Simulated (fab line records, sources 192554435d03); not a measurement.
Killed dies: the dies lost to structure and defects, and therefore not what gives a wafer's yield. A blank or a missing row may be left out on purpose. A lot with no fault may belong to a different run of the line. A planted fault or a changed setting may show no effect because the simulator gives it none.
Matching of chambers | flow n5 finfet | N5_PASSIVATION_PECVD_00 on pecvd-03: 3 sister chambers
The step deposits SiO2 from SiH4/N2O, target thk 200 nm, time 11.2 s. 16 wafers are shown with their chamber, then 8 later ones without.

WAFERS, EACH WITH ITS CHAMBER
wafer  | chamber | throttle valve pct (%) | heater power w (W) | showerhead plenum p Torr (Torr)
L082.1 | 2       | 50                     | 673                | 8.06
L082.2 | 1       | 54                     | 699                | 8.07
L082.4 | 2       | 50                     | 656                | 8.08
L084.3 | 2       | 50                     | 597                | 8.05
L084.4 | 2       | 50                     | 614                | 8.08
L084.5 | 1       | 54                     | 624                | 8.10
L088.1 | 2       | 50                     | 603                | 8.08
L088.2 | 0       | 54                     | 783                | 8.09
L088.4 | 1       | 54                     | 703                | 8.09
L089.1 | 2       | 50                     | 594                | 8.07
L089.4 | 2       | 50                     | 613                | 8.08
L089.6 | 1       | 54                     | 688                | 8.09
L093.1 | 0       | 54                     | 843                | 8.10
L093.5 | 2       | 50                     | 549                | 8.07
L093.6 | 1       | 54                     | 643                | 8.09
L094.2 | 1       | 53                     | 673                | 8.08

SIGNATURES (averages over the wafers above)
reading                  | chamber 0 | chamber 1 | chamber 2 | scatter within a chamber
throttle valve pct       | 54.00     | 53.83     | 50.00     | 0.253
heater power w           | 813.00    | 671.67    | 612.38    | 36.3
showerhead plenum p Torr | 8.0950    | 8.0867    | 8.0713    | 0.0106
Rule: a wafer's distance from a chamber is the root of the sum, over the readings, of the square of ((its reading less the chamber's mean) divided by the reading's scatter). The wafer belongs to the nearest chamber; if the next one is less than 2 further off, it can't be placed. The scatter is the square root of a quotient: the sum, over the shown wafers, of each reading's squared deviation from its chamber's mean, divided by wafers minus chambers.

WAFERS WITH NO CHAMBER GIVEN
wafer  | throttle valve pct (%) | heater power w (W) | showerhead plenum p Torr (Torr)
L094.3 | 54                     | 711                | 8.07
L094.5 | 51                     | 651                | 8.06
L095.1 | 51                     | 636                | 8.05
L095.2 | 54                     | 798                | 8.11
L095.4 | 51                     | 651                | 8.06
L097.2 | 54                     | 859                | 8.08
L097.3 | 54                     | 847                | 8.09
L097.6 | 51                     | 591                | 8.05

THE CHAMBER EACH PASSED THROUGH
wafer  | from the rows above     | in truth
L094.3 | can't be placed: 1 or 0 | 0
L094.5 | 2                       | 2
L095.1 | 2                       | 2
L095.2 | 0                       | 0
L095.4 | 2                       | 2
L097.2 | 0                       | 0
L097.3 | 0                       | 0
L097.6 | 2                       | 2
Placed correctly: 7 of 8. From these rows, 1 cannot be placed; in 1 the true chamber is one of the candidates. Wrongly placed: 0.
